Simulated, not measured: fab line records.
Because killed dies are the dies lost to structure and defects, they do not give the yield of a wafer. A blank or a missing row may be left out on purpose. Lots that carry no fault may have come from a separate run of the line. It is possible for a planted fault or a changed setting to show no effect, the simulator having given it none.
Split-lot study + flow n5_finfet + route with 1938 steps; 7 lots, 21 wafers read

## SPLIT DETAILS
At N5_ZERO_LAYER_DEVELOP_10 (develop time 60 s), the setting develop_time_s was moved away from the recipe's 60 s on 6 of the 21 wafers read, by -20.5% to +18.9%. The other wafers ran this setting at the recipe's value.

## THE PATH FROM SPLIT TO READING: the file shows 1 step between them
- N5_ZERO_LAYER_HARDBAKE_23: time 120 s

## THE READING
cd_nm (nm) at N5_ZERO_LAYER_CD_MEAS_11, where the cd target is 2000 nm. Typical for fault-free wafers on this fab line: 2000.0 nm, with standard deviation 1.4 nm.

| wafer  | tool, chamber at the split | develop_time_s as run, s | against the recipe | cd_nm, nm | against lot-mates on the recipe |
|--------|----------------------------|--------------------------|--------------------|-----------|---------------------------------|
| L076.1 | litho_track-01, 0          | 53                       | -11.7%             | 1999.8    | -3.0                            |
| L076.3 | litho_track-01, 0          | 60                       | recipe             | 2003.3    | -                               |
| L076.5 | litho_track-01, 0          | 60                       | recipe             | 2002.3    | -                               |
| L085.3 | litho_track-05, 0          | 67.72                    | +12.9%             | 2000.2    | +2.2                            |
| L085.4 | litho_track-05, 0          | 60                       | recipe             | 1998.0    | -                               |
| L085.6 | litho_track-05, 0          | 67.72                    | +12.9%             | 2000.9    | +2.9                            |
| L086.1 | litho_track-01, 0          | 60                       | recipe             | 2000.7    | -                               |
| L086.2 | litho_track-01, 0          | 60                       | recipe             | 1999.1    | -                               |
| L086.3 | litho_track-01, 0          | 60                       | recipe             | 2000.3    | -                               |
| L090.3 | litho_track-02, 0          | 60                       | recipe             | 1999.7    | -                               |
| L090.4 | litho_track-02, 0          | 71.32                    | +18.9%             | 2003.7    | +4.0                            |
| L090.5 | litho_track-02, 0          | 71.32                    | +18.9%             | 2001.6    | +1.9                            |
| L092.2 | litho_track-01, 0          | 60                       | recipe             | 2001.6    | -                               |
| L092.3 | litho_track-01, 0          | 60                       | recipe             | 2002.8    | -                               |
| L092.6 | litho_track-01, 0          | 47.73                    | -20.5%             | 1995.1    | -7.1                            |
| L095.4 | litho_track-02, 0          | 60                       | recipe             | 2001.1    | -                               |
| L095.5 | litho_track-02, 0          | 60                       | recipe             | 2000.3    | -                               |
| L095.6 | litho_track-02, 0          | 60                       | recipe             | 1998.6    | -                               |
| L097.1 | litho_track-01, 0          | 60                       | recipe             | 2001.4    | -                               |
| L097.4 | litho_track-01, 0          | 60                       | recipe             | 2000.8    | -                               |
| L097.5 | litho_track-01, 0          | 60                       | recipe             | 2000.9    | -                               |

THE FIT
A straight line over all 21 wafers: cd_nm changes by +0.128 nm for each +1% of develop_time_s; r = +0.59; the points scatter about the line by 1.6 nm.
The same after taking each lot's own level away (the mean of its wafers on the recipe; 21 wafers): +0.229 nm for each +1%; r = +0.91; scatter 0.94 nm.
That fit puts the effect of the largest move of develop_time_s on the reading at 4.7 nm.
Across the lots, their own levels run from 1998.00 to 2002.80 nm, a range of 3.4 times the standard deviation given above.
So the lot-to-lot level blurs the effect unless lot-mates are compared.
Check: -3.82 nm against its lot-mates is what the line predicts for one of the wafers moved furthest among these (-20.5%) when that wafer is left out of the fit. Against them it came out at -7.1 nm.

## FILE'S OWN FIT
cd_nm changes by +0.25 nm for each +1% of develop_time_s, r = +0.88.
